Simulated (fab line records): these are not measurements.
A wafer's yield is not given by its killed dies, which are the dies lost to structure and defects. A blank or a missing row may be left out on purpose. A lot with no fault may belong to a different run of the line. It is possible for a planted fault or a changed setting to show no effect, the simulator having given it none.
A lot that was struck, set against a sound lot	flow n5_finfet	41 out of 1938 route steps
Sound: wafers L998.1, L998.5, L998.6. Struck: wafer L991.6 (left out: L991.2, a lot-mate that was not struck); the cause follows at the end.
At each step with rows: each side's tool, then ch and its chambers, then its first start. Under that, the readings that differ: sound wafers	struck wafers	difference of the means	sigmas: that difference in standard deviations of wafers without a fault.
alike: readings with means less than 2 such deviations apart, plus words and numbers identical on both sides. not compared: withheld readings, readings lacking a value on some wafer, bounds such as >300 that could conceal the same value, and numbers that have no deviation in the record and whose values overlap.
The two part at a step that has a row with sigmas, a row that says differs or no value, or rows on one side only. When numbers do not overlap yet have no deviation, they are printed without sigmas and do not part them. A reading that every wafer of one side lacks parts them only if that side has two wafers or more.

first, 12 steps without rows for these wafers: N5_SD_EPI_N_STRIP_36 (strips in N2/H2); N5_SD_EPI_N_ETCHBACK_44 (etches SiNx in CH3F/O2, stops on SiO2, target depth 14.5 nm); N5_SD_EPI_N_ETCH_45 (etches SiOCN in CH3F/O2, target depth 6 nm); N5_SD_EPI_N_ETCH_16 (etches SiO2 in CHF3/O2, target depth 5 nm); N5_SD_EPI_N_STRIP_47 (strips in CHF3/O2); N5_SD_EPI_N_SD_RECESS_17 (chemistry HBr/Cl2/O2, target depth 41 nm, time 23.7 s, bt time 3 s); N5_SD_EPI_N_STRIP_38 (strips in N2/H2); N5_SD_EPI_N_WET_ETCH_43 (etches SiO2 in dHF, time 14 s, target depth 1.5 nm); N5_SD_EPI_N_STRIP_18 (strips in SPM, time 750 s); N5_SD_EPI_N_SRD_20 (time 30 s); N5_SD_EPI_N_PRECLEAN_48 (cleans in NF3:NH3, afs cycles 2, time 20 s, sublimation time 60 s); N5_SD_EPI_N_VAPOR_ETCH_50 (etches Si in HCl, time 54 s).
N5_SD_EPI_N_EPI_21: deposits Si:P, time 690 s.
  sound on epi_rpcvd-03 ch 0, day 8 02:31; struck on epi_rpcvd-01 ch 0, day 6 10:20
reading	sound	struck	difference	sigmas
epi_growth_time_s (s)	690 690 690	1098.5	+408.5	
model.Si-P_of_SD_EPI_N_EPI_21.thk_nm (nm)	58.8 58.8 58.8	80.6	+21.8	
  alike: susceptor_temp_C
N5_SD_EPI_N_EPI_MEAS_23:
  struck on film_metro-02, day 6 10:44; sound on film_metro-01, day 8 04:14
reading	sound	struck	difference	sigmas
thk_nm (nm)	59.2 59.2 57.5	79.1	+20.5	+17
then, 24 steps without rows for these wafers: N5_SD_EPI_N_PRECLEAN_24 (cleans in O3/DIW, time 60 s); N5_SD_EPI_N_SRD_25 (time 30 s); N5_SD_EPI_N_PRECLEAN_49 (cleans in NF3:NH3, afs cycles 1, time 20 s, sublimation time 60 s); N5_SD_EPI_N_LINER_46 (material SiNx, target thk 3 nm); N5_SD_EPI_P_COAT_34 (time 60 s, resist thk 350 nm); N5_SD_EPI_P_COAT_35 (time 60 s, resist thk 35 nm); N5_SD_EPI_P_COAT_03 (resist thk 150 nm); N5_SD_EPI_P_EBR_05; N5_SD_EPI_P_SOFTBAKE_04 (time 60 s); N5_SD_EPI_P_EXPOSE_06 (exposes mask SD P BLK, target cd 240 nm); N5_SD_EPI_P_PEB_07 (peb time 60 s); N5_SD_EPI_P_DEVELOP_08 (develop time 30 s); N5_SD_EPI_P_DESCUM_14 (chemistry O2, time 7.9 s); N5_SD_EPI_P_ETCH_36 (etches SiARC in CF4, target depth 45.5 nm, time 75.8 s); N5_SD_EPI_P_ETCH_37 (etches SOC in N2/H2, overetch 108 nm, time 486 s); N5_SD_EPI_P_STRIP_38 (strips in N2/H2); N5_SD_EPI_P_ETCHBACK_46 (etches SiNx in CH3F/O2, stops on SiO2, target depth 17.5 nm); N5_SD_EPI_P_ETCH_47 (etches SiOCN in CH3F/O2, target depth 25 nm); N5_SD_EPI_P_ETCH_16 (etches SiO2 in CHF3/O2, target depth 5 nm); N5_SD_EPI_P_STRIP_50 (strips in CHF3/O2); N5_SD_EPI_P_SD_RECESS_17 (chemistry HBr/Cl2/O2, target depth 39.1 nm, bt time 3 s); N5_SD_EPI_P_WET_ETCH_45 (etches SiO2 in dHF, time 10.7 s, target depth 2 nm, rinse time 30 s); N5_SD_EPI_P_STRIP_40 (strips in N2/H2); N5_SD_EPI_P_PRECLEAN_52 (cleans in O3/DIW, time 60 s).
N5_SD_ACTIVATION_RS_MEAS_03: the measuring method here is four-point-probe.
  struck on film_metro-02, day 6 16:50; sound on film_metro-02, day 8 10:34
reading	sound	struck	difference	sigmas
RS_SD_N (ohm/sq)	21.9 22.0 22.1	16.0	-6.0	-19
  alike: RS_SD_P
N5_MOL_CONTACT_COAG_ETCH_15: etches SiNx in CH3F/O2, stops on Si:P, target depth 7 nm.
  sound on rie_diel-03 ch 1,2,3, day 9 18:34; struck on rie_diel-06 ch 3, day 7 22:04
reading	sound	struck	difference	sigmas
model.Si-P_of_SD_EPI_N_EPI_21.thk_nm (nm)	58 58 58	79.4	+21.4	
  alike: chamber_pressure_mTorr, drypump_motor_current_A, oes_product_au, rf_vpp_V, showerhead_plenum_p_Torr, throttle_valve_pct
  not compared: rf_hours_counter_h
-- the record jumps here: 4 days lie between the struck wafers' starts before and after (it left off in module MOL_CONTACT_COAG and takes up again in module BEOL_M4, whose first step shown is number 1111 of the route) --
N5_BEOL_M4_RC_MEAS_101:
  sound on prober-02 ch 0, day 12 23:56; struck on prober-02 ch 0, day 11 11:08
reading	sound	struck	difference	sigmas
RS_SD_N (ohm/sq)	28.6 28.5 28.6	20.6	-8.0	-19
  alike: DIBL_N, DIBL_P, IOFF_N, IOFF_P, ION_N, ION_P, SS_N, SS_P, VT_N, VT_P

## WHERE THEY PART
First at N5_SD_EPI_N_EPI_MEAS_23; last, within this record, at N5_BEOL_M4_RC_MEAS_101.

WHY: the cause the simulator had injected
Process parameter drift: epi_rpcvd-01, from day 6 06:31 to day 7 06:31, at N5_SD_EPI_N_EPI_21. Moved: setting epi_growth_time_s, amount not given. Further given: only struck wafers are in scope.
